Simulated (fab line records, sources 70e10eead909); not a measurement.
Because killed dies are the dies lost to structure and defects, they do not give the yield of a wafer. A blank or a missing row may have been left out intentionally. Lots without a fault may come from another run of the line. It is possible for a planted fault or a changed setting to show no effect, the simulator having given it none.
fab line records	flow nand-harc	part 1 of 2: steps 1 to 22 of 37
[record] lots = 5	wafers = 15	last-day = 34
route steps=1302 shown A_M1@1181 A_BONDPAD@1202
lots that met no fault: taken from a fault-free run of the same line
start-h: hours from the record's opening day to when the first of the lot's shown wafers began	wait-h: time in hours since the lot's previous step	" same as the row above	L1.1+2: several wafers, shown together as one row	- value missing, or start not given	* or withheld: withheld	< > ~ a bound
route shown NAME@n: NAME is a module with steps in the file, n the number in the route of the first one	usual: average and standard deviation across the fault-free wafers	same: alike in all rows	chamber/n: place in a boat	sites: readings site by site	_std_site: how widely they spread, as a standard deviation	_edge_site: mean of outer sites minus mean of inner sites	radius-mm: for every site, how far away it sits from the centre of the wafer	mask NAME#n: copy n	behind: tool/chamber where the wafer was last shaped	hold: reason for holding the lot/hours on hold/outcome of the hold	device: transistor that didn't switch, given as n, p or np	end of line: the tests these same wafers got at the end of their route	for a step that has no rows: nothing shown but its recipe	killed: dies lost to structure and defects at the first sort, not the wafer's yield	map: per-die view of a wafer (x killed, . not killed, _ where there is no die)
set.NAME: the setting the step ran with; set.NAME@STEP: the setting that earlier step ran with	model.NAME: the simulator's own value behind a step, which no gauge read
certain route steps with their lots: each step a table, each wafer a row
services: a tool's chamber out of use, with start hour (start-h, from the record's first day; less than 0 if before it), hours out, and reason
[[steps]]
[step NHARC_A_M1_INSPECT_11]
[usual] raw-defect-count = 91/43
lot.wafer	tool	chamber	start-h	wait-h	raw-defect-count
L074.1	defect-inspect-02	-	538.28	0.0	115
L074.2	"	-	"	"	95
L074.5	"	-	"	"	99
L085.3	defect-inspect-02	-	653.92	0.0	18
L085.4	"	-	"	"	30
L085.6	"	-	"	"	15
L088.1	defect-inspect-01	-	668.89	0.0	153
L088.3	"	-	"	"	141
L088.6	"	-	"	"	140
L090.1	defect-inspect-01	-	705.49	0.0	174
L090.5	"	-	"	"	159
L090.6	"	-	"	"	175
L096.1	defect-inspect-02	-	766.04	0.0	38
L096.3	"	-	"	"	31
L096.4	"	-	"	"	39
[step NHARC_A_M1_DESCUM_14]
[recipe] time-s = 3	o2-flow-sccm = 200	ar-flow-sccm = 0	bias-power-w = 0	chemistry = O2
[usual] drypump-motor-current-A = 5.6/0.47	oes-product-au = 0.999/0.0072	rf-vpp-V = 57.6/0.8	showerhead-plenum-p-Torr = 1.87/0.056	throttle-valve-pct = 11.312/0.0092
[same] time-s = 3
lot.wafer	tool	chamber	start-h	wait-h	drypump-motor-current-A	oes-product-au	rf-hours-counter-h	rf-vpp-V	showerhead-plenum-p-Torr	throttle-valve-pct
L074.1	rie-diel-03	1	538.34	0.1	6.0	1.010	3.6	57.4	1.83	11.313
L074.2	"	0	"	"	5.3	0.990	3.9	56.4	1.86	11.322
L074.5	"	1	"	"	6.0	0.999	-	56.7	1.83	11.319
L085.3	rie-diel-12	1	654.00	0.1	5.5	0.994	1.0	57.7	1.78	11.312
L085.4	"	2	"	"	5.7	1.011	-	58.6	1.96	11.286
L085.6	"	0	"	"	6.5	0.998	-	58.3	1.85	11.325
L088.3	rie-diel-10	0	668.95	0.1	6.1	0.998	1.5	57.7	1.88	11.316
L088.1	"	2	"	"	6.1	0.992	1.3	57.9	1.82	11.309
L088.6	"	1	"	"	5.1	0.995	-	57.2	1.89	11.314
L090.1	rie-diel-03	0	705.56	0.1	5.3	1.003	3.4	57.4	1.86	11.308
L090.5	"	3	"	"	5.1	0.998	-	58.9	1.92	11.318
L090.6	"	0	"	"	5.3	1.005	-	58.4	1.86	11.325
L096.4	rie-diel-10	0	766.10	0.1	6.1	0.999	3.3	57.7	1.88	11.309
L096.3	"	1	"	"	5.0	1.001	3.5	57.7	1.89	11.311
L096.1	"	2	"	"	6.1	1.005	3.0	58.9	1.82	11.319
[step NHARC_A_M1_ETCH_35]
[recipe] target-depth-a = 400	overetch-a = 120	time-s = 43.94	ion-energy-ev = 200	n2-flow-sccm = 150	h2-flow-sccm = 150	ar-flow-sccm = 0	rf-w = 400	bias-w = 150	chemistry = N2/H2
[usual] drypump-motor-current-A = 5.6/0.46	n2-flow-sccm = 150.0/0.41	oes-product-au = 0.998/0.0067	rf-vpp-V = 429.4/2	showerhead-plenum-p-Torr = 2.00/0.065	throttle-valve-pct = 14.171/0.0095
[same] time-s = 43.94
lot.wafer	tool	chamber	start-h	wait-h	drypump-motor-current-A	n2-flow-sccm	oes-product-au	rf-hours-counter-h	rf-vpp-V	showerhead-plenum-p-Torr	throttle-valve-pct
L074.1	rie-diel-03	0	538.43	0.1	5.3	150.3	1.002	3.9	429.7	1.99	14.167
L074.2	"	2	"	"	5.3	149.8	0.990	3.5	428.1	1.90	14.162
L074.5	"	3	"	"	5.1	149.8	1.010	-	430.4	2.05	14.165
L085.3	rie-diel-12	1	654.10	0.1	5.6	150.7	0.997	1.0	425.9	1.89	14.167
L085.6	"	0	"	"	6.5	150.3	0.997	-	428.0	1.97	14.167
L085.4	"	1	"	"	5.6	150.2	0.993	-	427.0	1.89	14.176
L088.1	rie-diel-10	0	669.05	0.1	6.2	150.1	1.006	1.5	429.8	2.01	14.156
L088.3	"	1	"	"	5.1	150.2	1.005	1.5	429.7	2.01	14.168
L088.6	"	3	"	"	5.1	149.2	1.002	-	430.9	2.09	14.175
L090.1	rie-diel-03	3	705.64	0.1	5.1	149.8	1.002	2.4	431.6	2.05	14.186
L090.6	"	2	"	"	5.3	150.0	0.983	-	425.9	1.90	14.167
L090.5	"	3	"	"	5.1	150.4	1.006	-	430.8	2.05	14.169
L096.4	rie-diel-10	2	766.19	0.1	6.1	149.7	1.000	3.0	427.4	1.94	14.173
L096.3	"	3	"	"	5.1	149.9	0.997	2.8	431.9	2.09	14.177
L096.1	"	0	"	"	6.1	149.6	1.003	3.3	429.8	2.00	14.159
[step NHARC_A_M1_ETCH_15]
[recipe] target-depth-a = 1825	time-s = 91.2	c4f8-flow-sccm = withheld	ar-flow-sccm = 400	rf-w = 600	bias-w = 300	chemistry = C4F8/Ar
[usual] oes-product-au = 0.949/0.022	rf-vpp-V = 439.8/2.1
[same] time-s = 91.2
lot.wafer	tool	chamber	start-h	wait-h	oes-product-au	rf-hours-counter-h	rf-vpp-V
L074.2	rie-diel-03	0	-	-	0.980	4.0	439.0
L074.1	"	1	"	"	0.960	3.7	439.1
L074.5	"	2	"	"	0.967	-	437.1
L085.3	rie-diel-12	2	-	-	0.956	1.4	441.8
L085.4	"	2	"	"	0.965	-	444.3
L085.6	"	1	"	"	0.966	-	435.7
L088.3	rie-diel-10	0	-	-	0.969	1.5	440.0
L088.1	"	2	"	"	0.979	1.3	437.0
L088.6	"	0	"	"	0.974	-	439.8
L090.1	rie-diel-03	0	-	-	0.954	3.4	438.8
L090.6	"	1	"	"	0.972	-	438.6
L090.5	"	2	"	"	0.962	-	437.1
L096.1	rie-diel-10	2	-	-	0.925	3.0	438.3
L096.4	"	3	"	"	0.981	2.8	441.1
L096.3	"	0	"	"	0.922	3.3	440.2
[step NHARC_A_M1_CD_MEAS_16]
[usual] cd-nm = 119.9/0.6
lot.wafer	tool	chamber	start-h	wait-h	cd-nm
L074.1	cd-sem-03	-	538.64	-	119.3
L074.2	"	-	"	"	120.3
L074.5	"	-	"	"	118.8
L085.3	cd-sem-01	-	654.35	-	120.0
L085.4	"	-	"	"	119.4
L085.6	"	-	"	"	120.6
L088.1	cd-sem-01	-	669.25	-	119.5
L088.3	"	-	"	"	119.7
L088.6	"	-	"	"	121.2
L090.1	cd-sem-02	-	705.85	-	119.6
L090.5	"	-	"	"	120.2
L090.6	"	-	"	"	119.3
L096.1	cd-sem-02	-	766.41	-	119.0
L096.3	"	-	"	"	118.9
L096.4	"	-	"	"	119.3
[step NHARC_A_M1_STRIP_18]
[recipe] power-w = 1000	n2-flow-sccm = 150	h2-flow-sccm = 150	ar-flow-sccm = 0	bias-w = 0	chemistry = N2/H2
[usual] drypump-motor-current-A = 5.6/0.46	n2-flow-sccm = 150.0/0.44	oes-product-au = 0.998/0.0079	rf-vpp-V = 90.2/0.95	showerhead-plenum-p-Torr = 1.99/0.061	throttle-valve-pct = 14.173/0.0093
lot.wafer	tool	chamber	start-h	wait-h	drypump-motor-current-A	n2-flow-sccm	oes-product-au	rf-hours-counter-h	rf-vpp-V	showerhead-plenum-p-Torr	throttle-valve-pct
L074.2	rie-diel-10	3	538.72	0.1	5.1	149.7	0.992	3	91.5	2.09	14.190
L074.1	"	0	"	"	6.2	149.6	0.990	3	89.6	2.01	14.165
L074.5	"	0	"	"	6.1	149.9	0.985	-	90.4	2.01	14.172
L085.4	rie-diel-03	1	654.44	0.1	6.0	149.2	0.990	0	90.5	1.95	14.166
L085.3	"	2	"	"	5.3	149.4	0.967	0	88.8	1.90	14.173
L085.6	"	1	"	"	6.0	149.1	0.989	-	90.2	1.95	14.171
L088.1	rie-diel-10	3	669.38	0.1	5.1	150.1	0.998	1	90.6	2.09	14.171
L088.3	"	0	"	"	6.2	149.7	1.006	2	91.8	2.01	14.174
L088.6	"	1	"	"	5.1	150.0	1.007	-	90.0	2.01	14.157
L090.1	rie-diel-10	0	706.00	0.1	6.2	150.0	1.000	2	90.3	2.01	14.194
L090.5	"	1	"	"	5.1	149.9	1.008	-	91.5	2.01	14.176
L090.6	"	2	"	"	6.1	150.4	1.000	-	90.3	1.94	14.169
L096.3	rie-diel-10	2	766.48	0.1	6.1	149.7	0.995	3	88.6	1.94	14.168
L096.4	"	0	"	"	6.1	150.6	0.998	3	91.3	2.01	14.174
L096.1	"	1	"	"	5.0	149.9	1.006	4	91.2	2.01	14.176
[step NHARC_A_M1_ETCH_28]
[recipe] target-depth-a = 300	over-etch-frac = 0.3	time-s = 72.99	ion-energy-ev = 150	cf4-flow-sccm = 50	n2-flow-sccm = 100	ar-flow-sccm = 150	rf-w = 300	bias-w = 100	chemistry = CF4/N2
[usual] drypump-motor-current-A = 5.6/0.45	n2-flow-sccm = 99.94/0.27	oes-product-au = 0.998/0.0069	rf-vpp-V = 313.2/1.5	showerhead-plenum-p-Torr = 2.57/0.075	throttle-valve-pct = 19.794/0.0095
[same] time-s = 72.99
lot.wafer	tool	chamber	start-h	wait-h	drypump-motor-current-A	n2-flow-sccm	oes-product-au	rf-hours-counter-h	rf-vpp-V	showerhead-plenum-p-Torr	throttle-valve-pct
L074.1	rie-diel-10	3	-	-	5.1	99.73	0.997	3	314.9	2.68	19.780
L074.2	"	0	"	"	6.2	99.82	0.986	3	313.2	2.59	19.794
L074.5	"	0	"	"	6.2	100.17	1.000	-	312.9	2.59	19.795
L085.4	rie-diel-03	1	-	-	6.0	99.54	0.989	0	311.7	2.52	19.781
L085.3	"	2	"	"	5.3	99.81	0.981	0	313.4	2.46	19.781
L085.6	"	1	"	"	6.0	99.76	0.995	-	312.2	2.52	19.788
L088.3	rie-diel-10	3	-	-	5.1	99.64	1.002	1	313.8	2.68	19.797
L088.1	"	0	"	"	6.1	99.81	1.008	2	312.6	2.59	19.801
L088.6	"	0	"	"	6.1	99.78	1.008	-	311.6	2.59	19.780
L090.1	rie-diel-10	3	-	-	5.1	99.78	0.997	2	314.1	2.68	19.801
L090.5	"	1	"	"	5.1	99.78	1.002	-	312.9	2.60	19.794
L090.6	"	2	"	"	6.1	99.82	0.991	-	312.8	2.50	19.811
L096.1	rie-diel-10	0	-	-	6.1	100.00	0.987	3	313.6	2.58	19.792
L096.4	"	2	"	"	6.1	99.79	1.003	3	312.7	2.50	19.792
L096.3	"	3	"	"	5.1	99.89	0.998	3	313.9	2.68	19.796
[step NHARC_A_M1_STRIP_19]
[recipe] time-s = 600	temp-c = 30	chemistry = post-etch-residue-remover
[same] time-s = 600
lot.wafer	tool	chamber	start-h	wait-h
L074.1+5+2	wet-bench-08	4,5,6	539.10	-
L085.6+4+3	wet-bench-10	0,1,4	654.79	-
L088.3+6+1	wet-bench-08	3,6,7	669.70	-
L090.1+5+6	wet-bench-08	7,0,2	706.30	-
L096.4+3+1	wet-bench-10	2,3,5	766.86	-
[step NHARC_A_M1_DEGAS_29]
[recipe] temp-c = 250	time-s = 60
[usual] heater-power-w = 329/35
[same] time-s = 60
lot.wafer	tool	chamber	start-h	wait-h	heater-power-w
L074.1	pvd-sputter-02	-	539.36	-	339
L074.2	"	-	"	"	392
L074.5	"	-	"	"	345
L085.3	pvd-sputter-03	-	655.06	-	257
L085.4	"	-	"	"	350
L085.6	"	-	"	"	258
L088.3	pvd-sputter-01	-	669.97	-	342
L088.1	"	-	"	"	294
L088.6	"	-	"	"	338
L090.1	pvd-sputter-02	-	706.57	-	341
L090.6	"	-	"	"	341
L090.5	"	-	"	"	383
L096.4	pvd-sputter-03	-	767.12	-	258
L096.1	"	-	"	"	313
L096.3	"	-	"	"	351
[step NHARC_A_M1_PRE_CLEAN_30]
[recipe] time-s = 30	temp-c = 280	gas = H2/He
[usual] heater-power-w = 401/42
[same] time-s = 30
lot.wafer	tool	chamber	start-h	wait-h	heater-power-w
L074.2	pvd-sputter-02	-	-	-	367
L074.1	"	-	"	"	422
L074.5	"	-	"	"	493
L085.4	pvd-sputter-03	-	-	-	428
L085.3	"	-	"	"	430
L085.6	"	-	"	"	376
L088.3	pvd-sputter-01	-	-	-	393
L088.1	"	-	"	"	367
L088.6	"	-	"	"	410
L090.1	pvd-sputter-02	-	-	-	384
L090.5	"	-	"	"	380
L090.6	"	-	"	"	463
L096.4	pvd-sputter-03	-	-	-	432
L096.1	"	-	"	"	332
L096.3	"	-	"	"	392
[step NHARC_A_M1_PVD_20]
[recipe] target-thk-a = 50	bias-v = 168.6	power-w = 15000	chamber-pressure-pa = 0.12	time-s = 8.06	substrate-temp-c = 50	material = TaN
[usual] throttle-valve-pct = 30.1/1.3
[same] time-s = 8.06
lot.wafer	tool	chamber	start-h	wait-h	throttle-valve-pct
L074.2	pvd-sputter-02	-	-	-	30.5
L074.1	"	-	"	"	31.8
L074.5	"	-	"	"	30.6
L085.4	pvd-sputter-03	-	-	-	31.1
L085.3	"	-	"	"	31.8
L085.6	"	-	"	"	31.2
L088.1	pvd-sputter-01	-	-	-	31.6
L088.3	"	-	"	"	31.6
L088.6	"	-	"	"	28.0
L090.1	pvd-sputter-02	-	-	-	30.8
L090.6	"	-	"	"	29.8
L090.5	"	-	"	"	28.8
L096.4	pvd-sputter-03	-	-	-	30.8
L096.3	"	-	"	"	30.4
L096.1	"	-	"	"	29.2
[step NHARC_A_M1_PVD_21]
[recipe] target-thk-a = 300	chamber-pressure-pa = 5	power-w = 5000	substrate-temp-c = 30	time-s = 20.49	material = Cu
[usual] throttle-valve-pct = 30.3/1.3
[same] time-s = 20.49
lot.wafer	tool	chamber	start-h	wait-h	throttle-valve-pct
L074.1	pvd-sputter-02	-	-	-	30.5
L074.2	"	-	"	"	32.0
L074.5	"	-	"	"	30.6
L085.3	pvd-sputter-03	-	-	-	29.0
L085.4	"	-	"	"	28.4
L085.6	"	-	"	"	29.3
L088.3	pvd-sputter-01	-	-	-	31.6
L088.1	"	-	"	"	31.6
L088.6	"	-	"	"	31.4
L090.1	pvd-sputter-02	-	-	-	30.7
L090.6	"	-	"	"	32.0
L090.5	"	-	"	"	30.5
L096.4	pvd-sputter-03	-	-	-	30.3
L096.1	"	-	"	"	28.8
L096.3	"	-	"	"	29.1
[step NHARC_A_M1_ECD_22]
[recipe] target-thk-a = 4000	bath-temp-c = 25	material = Cu
lot.wafer	tool	chamber	start-h	wait-h
L074.1+2+5	ecd-cu-02	0,1,0	539.75	-
L085.4+3+6	ecd-cu-01	1,0,0	655.52	-
L088.1+3+6	ecd-cu-01	1,0,1	670.38	-
L090.1+5+6	ecd-cu-01	0,1,0	706.98	-
L096.1+3+4	ecd-cu-02	1,1,0	767.50	-
[step NHARC_A_M1_ANNEAL_31]
[recipe] temp-c = 225	time-s = 90
[usual] wafer_temp_C_max = 225.85/0.21
[same] time-s = 90
lot.wafer	tool	chamber	start-h	wait-h	wafer_temp_C_max
L074.1	rtp-anneal-01	0	540.13	0.3	225.75
L074.2	"	0	"	"	225.95
L074.5	"	0	"	"	225.89
L085.3	rtp-anneal-02	0	655.90	0.3	225.71
L085.4	"	0	"	"	226.00
L085.6	"	0	"	"	225.74
L088.1	rtp-anneal-01	0	670.73	-	225.43
L088.3	"	0	"	"	226.06
L088.6	"	0	"	"	225.63
L090.1	rtp-anneal-02	0	707.30	-	226.09
L090.5	"	0	"	"	225.91
L090.6	"	0	"	"	226.46
L096.1	rtp-anneal-02	0	767.87	0.3	225.84
L096.3	"	0	"	"	226.11
L096.4	"	0	"	"	225.56
[step NHARC_A_M1_CMP_23]
[recipe] t-overpolish-s = 20	target-thk-nm = 154.34
[usual] motor-current-A = 12.3/1.3	time-to-endpoint-s = 29.7/2.1
lot.wafer	tool	chamber	start-h	wait-h	motor-current-A	time-to-endpoint-s
L074.2	cmp-03	2	540.82	-	11.6	28.0
L074.1	"	0	"	"	12.3	27.6
L074.5	"	2	"	"	12.1	27.8
L085.3	cmp-03	3	656.17	-	15.3	31.3
L085.4	"	1	"	"	13.7	29.6
L085.6	"	3	"	"	14.4	30.6
L088.1	cmp-03	0	671.07	-	11.9	30.4
L088.3	"	2	"	"	11.8	26.4
L088.6	"	1	"	"	13.6	27.1
L090.1	cmp-03	0	707.65	-	11.8	33.8
L090.5	"	0	"	"	12.2	31.5
L090.6	"	1	"	"	14.0	26.9
L096.3	cmp-04	3	768.37	-	9.6	26.6
L096.1	"	0	"	"	11.1	26.0
L096.4	"	1	"	"	13.0	30.5
[step NHARC_A_M1_THK_MEAS_24]
[recipe] thk-meas-gauge = xrf
[usual] thk-nm = 155.0/1.4
lot.wafer	tool	chamber	start-h	wait-h	thk-nm
L074.1	film-metro-01	-	541.11	-	155.6
L074.2	"	-	"	"	152.5
L074.5	"	-	"	"	155.6
L085.3	film-metro-01	-	656.46	-	157.1
L085.4	"	-	"	"	155.6
L085.6	"	-	"	"	155.8
L088.1	film-metro-01	-	671.39	-	156.7
L088.3	"	-	"	"	155.3
L088.6	"	-	"	"	153.5
L090.1	film-metro-01	-	707.97	-	154.3
L090.5	"	-	"	"	153.6
L090.6	"	-	"	"	155.7
L096.1	film-metro-01	-	768.66	-	153.7
L096.3	"	-	"	"	155.7
L096.4	"	-	"	"	155.3
[step NHARC_A_M1_SRD_25]
lot.wafer	tool	chamber	start-h	wait-h
L074.1+5+2	wet-bench-10	5,6,1	541.15	0.0
L085.6+4+3	wet-bench-08	3,4,5	656.51	0.0
L088.6+3+1	wet-bench-10	6,7,0	671.43	0.0
L090.5+1+6	wet-bench-10	0,3,4	708.01	0.0
L096.3+1+4	wet-bench-10	4,6,0	768.70	0.0
[step NHARC_A_M1_INSPECT_27]
[usual] raw-defect-count = 564/140
lot.wafer	tool	chamber	start-h	wait-h	raw-defect-count
L074.1	defect-inspect-01	-	541.26	0.0	565
L074.2	"	-	"	"	608
L074.5	"	-	"	"	497
L085.3	defect-inspect-02	-	656.62	0.0	344
L085.4	"	-	"	"	491
L085.6	"	-	"	"	601
L088.1	defect-inspect-01	-	671.54	0.0	1297
L088.3	"	-	"	"	683
L088.6	"	-	"	"	681
L090.1	defect-inspect-01	-	708.13	0.0	626
L090.5	"	-	"	"	496
L090.6	"	-	"	"	569
L096.1	defect-inspect-02	-	768.81	0.0	596
L096.3	"	-	"	"	415
L096.4	"	-	"	"	686
[step NHARC_A_M1_PRE_CLEAN_32]
[recipe] time-s = 12	temp-c = 370	rf-power-w = 300	gas = NH3
[usual] heater-power-outer-w = 376/53	heater-power-w = 635/83
[same] time-s = 12
lot.wafer	tool	chamber	start-h	wait-h	heater-power-outer-w	heater-power-w
L074.2	pecvd-03	0	541.33	0.1	383	655
L074.1	"	1	"	"	372	603
L074.5	"	0	"	"	388	663
L085.3	pecvd-03	2	656.71	0.1	343	582
L085.4	"	2	"	"	344	574
L085.6	"	0	"	"	465	752
L088.3	pecvd-03	0	671.61	0.1	454	743
L088.1	"	2	"	"	345	574
L088.6	"	2	"	"	349	584
L090.1	pecvd-03	2	708.19	0.1	346	578
L090.5	"	0	"	"	452	735
L090.6	"	1	"	"	359	599
L096.3	pecvd-02	0	768.88	0.1	394	691
L096.1	"	1	"	"	408	716
L096.4	"	0	"	"	390	699
[step NHARC_A_M1_DEP_33]
[recipe] target-thk-a = 300	temp-c = 370	target-thk-nm = 30	pressure-torr = 3	flow-sccm = 200	rf-w = 450	material = SiCN
[usual] chamber-pressure-Torr = 3.001/0.0075	heater-power-outer-w = 342/50	heater-power-w = 590/79
lot.wafer	tool	chamber	start-h	wait-h	chamber-pressure-Torr	heater-power-outer-w	heater-power-w
L074.2	pecvd-03	0	541.41	0.1	2.988	421	703
L074.1	"	1	"	"	2.999	278	479
L074.5	"	0	"	"	2.998	425	711
L085.3	pecvd-03	2	656.81	0.1	2.997	236	444
L085.4	"	2	"	"	2.997	233	439
L085.6	"	0	"	"	3.005	410	683
L088.3	pecvd-03	0	671.69	0.1	3.000	394	667
L088.1	"	2	"	"	2.991	311	536
L088.6	"	2	"	"	3.000	237	438
L090.1	pecvd-03	2	708.27	0.1	3.019	303	515
L090.5	"	0	"	"	2.999	412	692
L090.6	"	1	"	"	3.010	324	538
L096.3	pecvd-02	0	768.96	0.1	2.994	312	593
L096.1	"	1	"	"	2.996	379	655
L096.4	"	0	"	"	3.003	315	587
[step NHARC_A_BONDPAD_DEP_00]
[recipe] target-thk-a = 2500	temp-c = 370	target-thk-nm = 250	pressure-torr = 3	flow-sccm = 200	rf-w = 450	material = SiCN
[usual] chamber-pressure-Torr = 3.000/0.0065	heater-power-outer-w = 333/51	heater-power-w = 564/79
lot.wafer	tool	chamber	start-h	wait-h	chamber-pressure-Torr	heater-power-outer-w	heater-power-w
L074.2	pecvd-04	0	541.96	-	2.986	349	566
L074.1	"	2	"	"	3.000	296	496
L074.5	"	2	"	"	2.996	299	496
L085.3	pecvd-01	2	657.33	-	2.994	306	506
L085.4	"	2	"	"	2.991	310	513
L085.6	"	1	"	"	2.995	300	539
L088.1	pecvd-03	1	-	-	2.993	331	556
L088.3	"	0	"	"	2.991	385	659
L088.6	"	0	"	"	2.999	399	657
L090.1	pecvd-04	1	708.91	-	2.999	320	556
L090.5	"	2	"	"	3.006	234	411
L090.6	"	0	"	"	3.002	394	625
L096.1	pecvd-03	2	769.56	-	3.003	305	528
L096.3	"	0	"	"	3.001	381	657
L096.4	"	2	"	"	2.998	316	549
[step NHARC_A_BONDPAD_CMP_29]
[recipe] target-thk-nm = 200	material = SiCN
[usual] motor-current-A = 12.1/1.7
lot.wafer	tool	chamber	start-h	wait-h	motor-current-A
L074.2	cmp-03	3	542.37	-	14.2
L074.1	"	1	"	"	13.8
L074.5	"	0	"	"	12.0
L085.3	cmp-04	2	657.76	-	13.6
L085.4	"	0	"	"	9.8
L085.6	"	1	"	"	12.8
L088.1	cmp-02	0	672.65	-	13.1
L088.3	"	1	"	"	11.4
L088.6	"	1	"	"	12.6
L090.1	cmp-02	2	709.25	-	13.9
L090.6	"	1	"	"	12.6
L090.5	"	2	"	"	14.5
L096.4	cmp-04	2	769.94	-	13.3
L096.3	"	3	"	"	9.5
L096.1	"	0	"	"	10.7
